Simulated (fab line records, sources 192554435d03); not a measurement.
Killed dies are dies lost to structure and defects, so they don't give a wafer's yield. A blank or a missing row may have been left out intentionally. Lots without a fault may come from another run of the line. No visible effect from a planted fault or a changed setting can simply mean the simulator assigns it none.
Which tool did it? || flow n5Finfet || 27 wafers from 9 lots sampled at 5 of the route's 1938 steps

== WHAT THE GAUGES SHOWED, per wafer ==
N5_BEOL_M4_RC_MEAS_101.
{"lot": "L810", "measured": "day 8 16:16", "on": "prober-01", "DIBL_N (mV/V)": "35.2 33.2 34.6", "DIBL_P (mV/V)": "35.6 33.7 34.7", "IOFF_N (nA/um)": "0.168 0.141 0.152", "IOFF_P (nA/um)": "0.230 0.197 0.206", "ION_N (uA/um)": "678 680 673", "ION_P (uA/um)": "466 463 463", "RC_DENSE_N (ohm.um)": "18.90 19.16 18.63", "RC_DENSE_P (ohm.um)": "23.4 24.0 23.5", "RC_N (ohm.um)": "15.44 15.46 15.19", "RC_P (ohm.um)": "19.2 19.6 18.9", "SS_N (mV/dec)": "71.2 70.2 71.4", "SS_P (mV/dec)": "72.4 72.3 73.0", "VT_N (mV)": "247.5 251.0 249.4", "VT_P (mV)": "-248.2 -248.5 -247.2"}
{"lot": "L811", "measured": "day 9 00:26", "on": "prober-01", "DIBL_N (mV/V)": "36.7 35.8 35.3", "DIBL_P (mV/V)": "38.0 37.4 36.7", "IOFF_N (nA/um)": "0.175 0.163 0.156", "IOFF_P (nA/um)": "0.212 0.192 0.185", "ION_N (uA/um)": "683 692 680", "ION_P (uA/um)": "463 462 461", "RC_DENSE_N (ohm.um)": "18.50 18.95 19.13", "RC_DENSE_P (ohm.um)": "23.2 23.7 24.0", "RC_N (ohm.um)": "15.09 15.35 15.63", "RC_P (ohm.um)": "19.1 19.5 19.3", "SS_N (mV/dec)": "72.8 72.6 72.0", "SS_P (mV/dec)": "73.2 72.9 72.8", "VT_N (mV)": "251.0 249.6 250.9", "VT_P (mV)": "-252.0 -252.6 -254.4"}
{"lot": "L814", "measured": "day 9 07:11", "on": "prober-02", "DIBL_N (mV/V)": "35.7 35.0 35.7", "DIBL_P (mV/V)": "36.7 35.6 37.1", "IOFF_N (nA/um)": "0.159 0.147 0.171", "IOFF_P (nA/um)": "0.223 0.202 0.229", "ION_N (uA/um)": "679 667 686", "ION_P (uA/um)": "466 464 463", "RC_DENSE_N (ohm.um)": "18.77 18.97 19.21", "RC_DENSE_P (ohm.um)": "23.2 23.6 24.0", "RC_N (ohm.um)": "15.14 15.45 15.62", "RC_P (ohm.um)": "18.9 19.2 19.4", "SS_N (mV/dec)": "72.1 71.3 71.1", "SS_P (mV/dec)": "73.0 72.2 72.8", "VT_N (mV)": "247.3 246.3 245.7", "VT_P (mV)": "-249.0 -247.8 -248.5"}
{"lot": "L820", "measured": "day 10 20:37", "on": "prober-01", "DIBL_N (mV/V)": "35.6 34.4 34.8", "DIBL_P (mV/V)": "36.9 34.9 35.8", "IOFF_N (nA/um)": "0.159 0.133 0.145", "IOFF_P (nA/um)": "0.212 0.189 0.194", "ION_N (uA/um)": "677 666 670", "ION_P (uA/um)": "463 458 453", "RC_DENSE_N (ohm.um)": "17.85 17.72 17.92", "RC_DENSE_P (ohm.um)": "22.6 22.1 22.7", "RC_N (ohm.um)": "14.88 14.52 14.58", "RC_P (ohm.um)": "18.3 18.2 18.3", "SS_N (mV/dec)": "71.4 71.6 71.4", "SS_P (mV/dec)": "73.7 73.2 73.6", "VT_N (mV)": "249.7 252.8 250.5", "VT_P (mV)": "-249.1 -250.6 -251.1"}
{"lot": "L823", "measured": "day 11 19:25", "on": "prober-01", "DIBL_N (mV/V)": "35.2 34.9 36.1", "DIBL_P (mV/V)": "34.8 34.8 36.5", "IOFF_N (nA/um)": "0.136 0.136 0.156", "IOFF_P (nA/um)": "0.169 0.170 0.200", "ION_N (uA/um)": "668 676 669", "ION_P (uA/um)": "458 460 454", "RC_DENSE_N (ohm.um)": "17.92 18.18 17.84", "RC_DENSE_P (ohm.um)": "22.2 22.4 21.8", "RC_N (ohm.um)": "14.80 14.65 14.53", "RC_P (ohm.um)": "18.3 18.2 18.0", "SS_N (mV/dec)": "72.1 71.7 72.7", "SS_P (mV/dec)": "72.7 72.9 73.1", "VT_N (mV)": "252.3 252.2 248.5", "VT_P (mV)": "-253.7 -257.1 -253.7"}
{"lot": "L825", "measured": "day 12 05:31", "on": "prober-01", "DIBL_N (mV/V)": "38.6 38.7 38.4", "DIBL_P (mV/V)": "36.3 37.7 36.6", "IOFF_N (nA/um)": "0.179 0.189 0.187", "IOFF_P (nA/um)": "0.204 0.214 0.213", "ION_N (uA/um)": "674 680 679", "ION_P (uA/um)": "460 463 457", "RC_DENSE_N (ohm.um)": "18.38 18.34 18.24", "RC_DENSE_P (ohm.um)": "23.0 22.6 22.8", "RC_N (ohm.um)": "15.07 14.77 14.97", "RC_P (ohm.um)": "18.8 18.5 18.5", "SS_N (mV/dec)": "72.2 71.7 72.4", "SS_P (mV/dec)": "73.7 73.7 74.0", "VT_N (mV)": "247.4 246.5 247.7", "VT_P (mV)": "-250.7 -251.5 -249.0"}
{"lot": "L829", "measured": "day 13 14:13", "on": "prober-02", "DIBL_N (mV/V)": "34.4 37.6 36.8", "DIBL_P (mV/V)": "32.6 37.1 35.8", "IOFF_N (nA/um)": "0.107 0.159 0.135", "IOFF_P (nA/um)": "0.163 0.227 0.200", "ION_N (uA/um)": "665 670 660", "ION_P (uA/um)": "465 465 457", "RC_DENSE_N (ohm.um)": "19.12 18.65 19.06", "RC_DENSE_P (ohm.um)": "24.0 23.6 23.6", "RC_N (ohm.um)": "15.55 15.23 15.52", "RC_P (ohm.um)": "19.4 19.1 19.2", "SS_N (mV/dec)": "71.2 71.1 72.2", "SS_P (mV/dec)": "72.1 73.9 73.2", "VT_N (mV)": "252.2 249.6 253.0", "VT_P (mV)": "-253.7 -247.9 -249.8"}
{"lot": "L831", "measured": "day 13 20:19", "on": "prober-01", "DIBL_N (mV/V)": "37.1 37.5 37.0", "DIBL_P (mV/V)": "36.6 37.4 37.1", "IOFF_N (nA/um)": "0.175 0.194 0.192", "IOFF_P (nA/um)": "0.236 0.260 0.255", "ION_N (uA/um)": "681 680 692", "ION_P (uA/um)": "469 468 478", "RC_DENSE_N (ohm.um)": "19.08 18.98 19.13", "RC_DENSE_P (ohm.um)": "24.0 23.7 24.0", "RC_N (ohm.um)": "15.63 15.64 15.47", "RC_P (ohm.um)": "19.5 19.4 19.3", "SS_N (mV/dec)": "71.5 71.4 70.6", "SS_P (mV/dec)": "73.4 74.0 73.7", "VT_N (mV)": "250.5 246.3 244.7", "VT_P (mV)": "-247.9 -245.3 -246.4"}
{"lot": "L833", "measured": "day 13 21:54", "on": "prober-01", "DIBL_N (mV/V)": "35.5 36.2 35.4", "DIBL_P (mV/V)": "34.8 35.3 34.3", "IOFF_N (nA/um)": "0.152 0.175 0.147", "IOFF_P (nA/um)": "0.199 0.220 0.200", "ION_N (uA/um)": "663 669 670", "ION_P (uA/um)": "452 461 460", "RC_DENSE_N (ohm.um)": "19.07 18.95 19.61", "RC_DENSE_P (ohm.um)": "23.5 24.0 24.5", "RC_N (ohm.um)": "15.41 15.56 15.92", "RC_P (ohm.um)": "19.4 19.6 20.0", "SS_N (mV/dec)": "72.0 72.1 71.0", "SS_P (mV/dec)": "72.9 72.5 72.5", "VT_N (mV)": "249.4 246.1 251.8", "VT_P (mV)": "-251.6 -247.8 -249.4"}

== EACH LOT AND THE TOOL THAT RAN IT (in order: tool; ch and the chambers of the sampled wafers; start) ==
{"lot": "L810", "N5_GATE_CUT_VAPOR_ETCH_51": "rieMetal-01 ch 0,1, day 4 17:43", "N5_GATE_CUT_STRIP_21": "plasmaAsher-01 ch 0,1, day 4 17:46", "N5_GATE_CUT_ALD_22": "aldSin-01 ch 0,2,3, day 4 18:04", "N5_MOL_CONTACT_COAG_ETCH_106": "rieDiel-05 ch 0,1, day 4 21:16"}
{"lot": "L811", "N5_GATE_CUT_VAPOR_ETCH_51": "rieMetal-03 ch 0,1, day 4 18:19", "N5_GATE_CUT_STRIP_21": "plasmaAsher-01 ch 0,1, day 4 18:22", "N5_GATE_CUT_ALD_22": "aldSin-01 ch 0,1,3, day 4 19:31", "N5_MOL_CONTACT_COAG_ETCH_106": "rieDiel-02 ch 0,1, day 4 22:33"}
{"lot": "L814", "N5_GATE_CUT_VAPOR_ETCH_51": "rieMetal-02 ch 0,1, day 5 14:16", "N5_GATE_CUT_STRIP_21": "plasmaAsher-02 ch 0,1, day 5 14:20", "N5_GATE_CUT_ALD_22": "aldSin-01 ch 0,1, day 5 14:28", "N5_MOL_CONTACT_COAG_ETCH_106": "rieDiel-05 ch 1,2,3, day 5 17:37"}
{"lot": "L820", "N5_GATE_CUT_VAPOR_ETCH_51": "rieMetal-03 ch 0,1, day 7 01:04", "N5_GATE_CUT_STRIP_21": "plasmaAsher-01 ch 0,1, day 7 01:08", "N5_GATE_CUT_ALD_22": "aldSin-04 ch 0,1,3, day 7 01:16", "N5_MOL_CONTACT_COAG_ETCH_106": "rieDiel-02 ch 2,3, day 7 05:00"}
{"lot": "L823", "N5_GATE_CUT_VAPOR_ETCH_51": "rieMetal-01 ch 0,1, day 7 17:40", "N5_GATE_CUT_STRIP_21": "plasmaAsher-02 ch 0,1, day 7 17:44", "N5_GATE_CUT_ALD_22": "aldSin-03 ch 1,2,3, day 7 17:52", "N5_MOL_CONTACT_COAG_ETCH_106": "rieDiel-02 ch 1,2,3, day 7 20:54"}
{"lot": "L825", "N5_GATE_CUT_VAPOR_ETCH_51": "rieMetal-01 ch 1, day 8 05:20", "N5_GATE_CUT_STRIP_21": "plasmaAsher-01 ch 0,1, day 8 05:23", "N5_GATE_CUT_ALD_22": "aldSin-01 ch 1,2, day 8 05:32", "N5_MOL_CONTACT_COAG_ETCH_106": "rieDiel-02 ch 2,3, day 8 08:53"}
{"lot": "L829", "N5_GATE_CUT_VAPOR_ETCH_51": "rieMetal-02 ch 1, day 9 04:35", "N5_GATE_CUT_STRIP_21": "plasmaAsher-01 ch 0,1, day 9 04:40", "N5_GATE_CUT_ALD_22": "aldSin-04 ch 0,1,2, day 9 04:49", "N5_MOL_CONTACT_COAG_ETCH_106": "rieDiel-05 ch 2,3, day 9 07:51"}
{"lot": "L831", "N5_GATE_CUT_VAPOR_ETCH_51": "rieMetal-03 ch 0,1, day 10 01:16", "N5_GATE_CUT_STRIP_21": "plasmaAsher-02 ch 0, day 10 01:19", "N5_GATE_CUT_ALD_22": "aldSin-03 ch 0,2,3, day 10 01:28", "N5_MOL_CONTACT_COAG_ETCH_106": "rieDiel-05 ch 0,2,3, day 10 04:44"}
{"lot": "L833", "N5_GATE_CUT_VAPOR_ETCH_51": "rieMetal-02 ch 0,1, day 10 04:52", "N5_GATE_CUT_STRIP_21": "plasmaAsher-01 ch 0,1, day 10 04:56", "N5_GATE_CUT_ALD_22": "aldSin-01 ch 0,2,3, day 10 05:04", "N5_MOL_CONTACT_COAG_ETCH_106": "rieDiel-01 ch 0,1,2, day 10 08:13"}
- N5_GATE_CUT_VAPOR_ETCH_51: etches HfO2 in BCl3/Cl2.
- N5_GATE_CUT_STRIP_21: strips in N2/H2, time 30 s.
- N5_GATE_CUT_ALD_22: deposits SiNx, target thk 16 nm, pulse time 1 s, ald cycles 320.
- N5_MOL_CONTACT_COAG_ETCH_106: etches SOC in N2/H2, target depth 80 nm, overetch 16 nm, time 120 s.

== AS READ BY THE TOOLS THEMSELVES (means over the sampled wafers that have a number; for cases with no such wafer, the mark the record gives instead) ==
N5_GATE_CUT_VAPOR_ETCH_51.
{"lot": "L810", "tool": "rieMetal-01", "drypumpMotorCurrentA (A)": 6.1, "oesProductAu (a.u.)": 0.72}
{"lot": "L811", "tool": "rieMetal-03", "drypumpMotorCurrentA (A)": 4.9, "oesProductAu (a.u.)": 0.83}
{"lot": "L814", "tool": "rieMetal-02", "drypumpMotorCurrentA (A)": 5.4, "oesProductAu (a.u.)": 0.63}
{"lot": "L820", "tool": "rieMetal-03", "drypumpMotorCurrentA (A)": 4.9, "oesProductAu (a.u.)": 0.82}
{"lot": "L823", "tool": "rieMetal-01", "drypumpMotorCurrentA (A)": 6.1, "oesProductAu (a.u.)": 0.71}
{"lot": "L825", "tool": "rieMetal-01", "drypumpMotorCurrentA (A)": 6.3, "oesProductAu (a.u.)": 0.67}
{"lot": "L829", "tool": "rieMetal-02", "drypumpMotorCurrentA (A)": 5.6, "oesProductAu (a.u.)": 0.89}
{"lot": "L831", "tool": "rieMetal-03", "drypumpMotorCurrentA (A)": 4.9, "oesProductAu (a.u.)": 0.74}
{"lot": "L833", "tool": "rieMetal-02", "drypumpMotorCurrentA (A)": 5.5, "oesProductAu (a.u.)": 0.80}

N5_GATE_CUT_STRIP_21.
{"lot": "L810", "tool": "plasmaAsher-01", "drypumpMotorCurrentA (A)": 6.5, "heaterPowerW (W)": 321}
{"lot": "L811", "tool": "plasmaAsher-01", "drypumpMotorCurrentA (A)": 6.5, "heaterPowerW (W)": 322}
{"lot": "L814", "tool": "plasmaAsher-02", "drypumpMotorCurrentA (A)": 6.1, "heaterPowerW (W)": 337}
{"lot": "L820", "tool": "plasmaAsher-01", "drypumpMotorCurrentA (A)": 6.5, "heaterPowerW (W)": 324}
{"lot": "L823", "tool": "plasmaAsher-02", "drypumpMotorCurrentA (A)": 6.1, "heaterPowerW (W)": 342}
{"lot": "L825", "tool": "plasmaAsher-01", "drypumpMotorCurrentA (A)": 6.3, "heaterPowerW (W)": 345}
{"lot": "L829", "tool": "plasmaAsher-01", "drypumpMotorCurrentA (A)": 6.5, "heaterPowerW (W)": 322}
{"lot": "L831", "tool": "plasmaAsher-02", "drypumpMotorCurrentA (A)": 6.5, "heaterPowerW (W)": 364}
{"lot": "L833", "tool": "plasmaAsher-01", "drypumpMotorCurrentA (A)": 6.3, "heaterPowerW (W)": 345}

N5_GATE_CUT_ALD_22.
{"lot": "L810", "tool": "aldSin-01", "heaterPowerW (W)": 880, "precursorPulseHeightRel": 0.986}
{"lot": "L811", "tool": "aldSin-01", "heaterPowerW (W)": 904, "precursorPulseHeightRel": 1.006}
{"lot": "L814", "tool": "aldSin-01", "heaterPowerW (W)": 935, "precursorPulseHeightRel": 0.988}
{"lot": "L820", "tool": "aldSin-04", "heaterPowerW (W)": 838, "precursorPulseHeightRel": 1.003}
{"lot": "L823", "tool": "aldSin-03", "heaterPowerW (W)": 803, "precursorPulseHeightRel": 1.007}
{"lot": "L825", "tool": "aldSin-01", "heaterPowerW (W)": 831, "precursorPulseHeightRel": 1.008}
{"lot": "L829", "tool": "aldSin-04", "heaterPowerW (W)": 861, "precursorPulseHeightRel": 1.000}
{"lot": "L831", "tool": "aldSin-03", "heaterPowerW (W)": 885, "precursorPulseHeightRel": 0.990}
{"lot": "L833", "tool": "aldSin-01", "heaterPowerW (W)": 903, "precursorPulseHeightRel": 1.003}

N5_MOL_CONTACT_COAG_ETCH_106.
{"lot": "L810", "tool": "rieDiel-05", "drypumpMotorCurrentA (A)": 5.3, "oesProductAu (a.u.)": 0.75, "rfFwdPowerW (W)": 835.4, "rfVppV (V)": 522.9, "showerheadPlenumPTorr (Torr)": 2.49, "throttleValvePct (%)": 17.81}
{"lot": "L811", "tool": "rieDiel-02", "drypumpMotorCurrentA (A)": 5.9, "oesProductAu (a.u.)": 0.66, "rfFwdPowerW (W)": 837.4, "rfVppV (V)": 524.4, "showerheadPlenumPTorr (Torr)": 2.57, "throttleValvePct (%)": 18.07}
{"lot": "L814", "tool": "rieDiel-05", "drypumpMotorCurrentA (A)": 5.4, "oesProductAu (a.u.)": 0.71, "rfFwdPowerW (W)": 836.1, "rfVppV (V)": 521.5, "showerheadPlenumPTorr (Torr)": 2.45, "throttleValvePct (%)": 17.71}
{"lot": "L820", "tool": "rieDiel-02", "drypumpMotorCurrentA (A)": 6.3, "oesProductAu (a.u.)": 0.62, "rfFwdPowerW (W)": 1038.2, "rfVppV (V)": 489.3, "showerheadPlenumPTorr (Torr)": 2.61, "throttleValvePct (%)": 18.13}
{"lot": "L823", "tool": "rieDiel-02", "drypumpMotorCurrentA (A)": 6.0, "oesProductAu (a.u.)": 0.66, "rfFwdPowerW (W)": 1036.8, "rfVppV (V)": 489.8, "showerheadPlenumPTorr (Torr)": 2.64, "throttleValvePct (%)": 18.10}
{"lot": "L825", "tool": "rieDiel-02", "drypumpMotorCurrentA (A)": 5.9, "oesProductAu (a.u.)": 0.61, "rfFwdPowerW (W)": 1038.0, "rfVppV (V)": 489.3, "showerheadPlenumPTorr (Torr)": 2.61, "throttleValvePct (%)": 18.11}
{"lot": "L829", "tool": "rieDiel-05", "drypumpMotorCurrentA (A)": 5.4, "oesProductAu (a.u.)": 0.64, "rfFwdPowerW (W)": 834.7, "rfVppV (V)": 520.6, "showerheadPlenumPTorr (Torr)": 2.42, "throttleValvePct (%)": 17.68}
{"lot": "L831", "tool": "rieDiel-05", "drypumpMotorCurrentA (A)": 5.5, "oesProductAu (a.u.)": 0.63, "rfFwdPowerW (W)": 833.7, "rfVppV (V)": 522.1, "showerheadPlenumPTorr (Torr)": 2.45, "throttleValvePct (%)": 17.85}
{"lot": "L833", "tool": "rieDiel-01", "drypumpMotorCurrentA (A)": 5.5, "oesProductAu (a.u.)": 0.66, "rfFwdPowerW (W)": 835.8, "rfVppV (V)": 522.6, "showerheadPlenumPTorr (Torr)": 2.49, "throttleValvePct (%)": 18.15}

== THE ANSWER, worked out from the rows above alone ==
Rule: the lots themselves supply what counts as usual. The widest of any qualifying gaps counts: lots, ordered by their means at a reading, are off when they make up no more than a third of the lots, leave a main group of 4 or more, and stand apart from it by 3 or more times the standard deviation of that group's means. If all means in a main group match to the digits the tables above print for the reading, that group is not used. Also off: a lot with no number at a reading for which 4 or more lots have one. Any other lot the step has rows for is counted as sound. The gauges are gone through in route order, then the tools' own readings, and for those a lot's mean is taken as printed above. The first step at which some lot is off is used, and at that step the reading that is off furthest; a lot without a number counts as furthest.
Off: L820, L823, L825, seen at N5_BEOL_M4_RC_MEAS_101 (RC_DENSE_P). The main group: mean 23.8 ohm.um, standard deviation 0.15.
If a tool, at a process step before that reading, ran all the lots that are off and no sound lot after the first of them, it fits. The gauges at N5_BEOL_M4_RC_MEAS_101 aren't tried: what is off there is off at N5_MOL_CONTACT_COAG_ETCH_106 too, on other tools, and a gauge's error can't cause that. One fits: rieDiel-02 at N5_MOL_CONTACT_COAG_ETCH_106. A fault onset in the window from L811 (day 4 22:33, its last sound lot) to L820 (day 7 05:00, its first lot off) fits.
The tool's own readings at N5_MOL_CONTACT_COAG_ETCH_106 bear it out: on the lots that are off they differ by more than 5 times the standard deviation of the sound lots' means. rfFwdPowerW reads 1037.7 W there against 835.5 W on the sound lots; rfVppV reads 489.5 V there against 522.4 V on the sound lots.

== WHAT HAD BEEN PUT IN BY THE SIMULATOR ==
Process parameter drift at N5_MOL_CONTACT_COAG_ETCH_106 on rieDiel-02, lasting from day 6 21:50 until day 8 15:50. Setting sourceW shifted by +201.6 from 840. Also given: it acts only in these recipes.
Shown lots that were struck: L820, L823, L825. Same finding as the rule above.
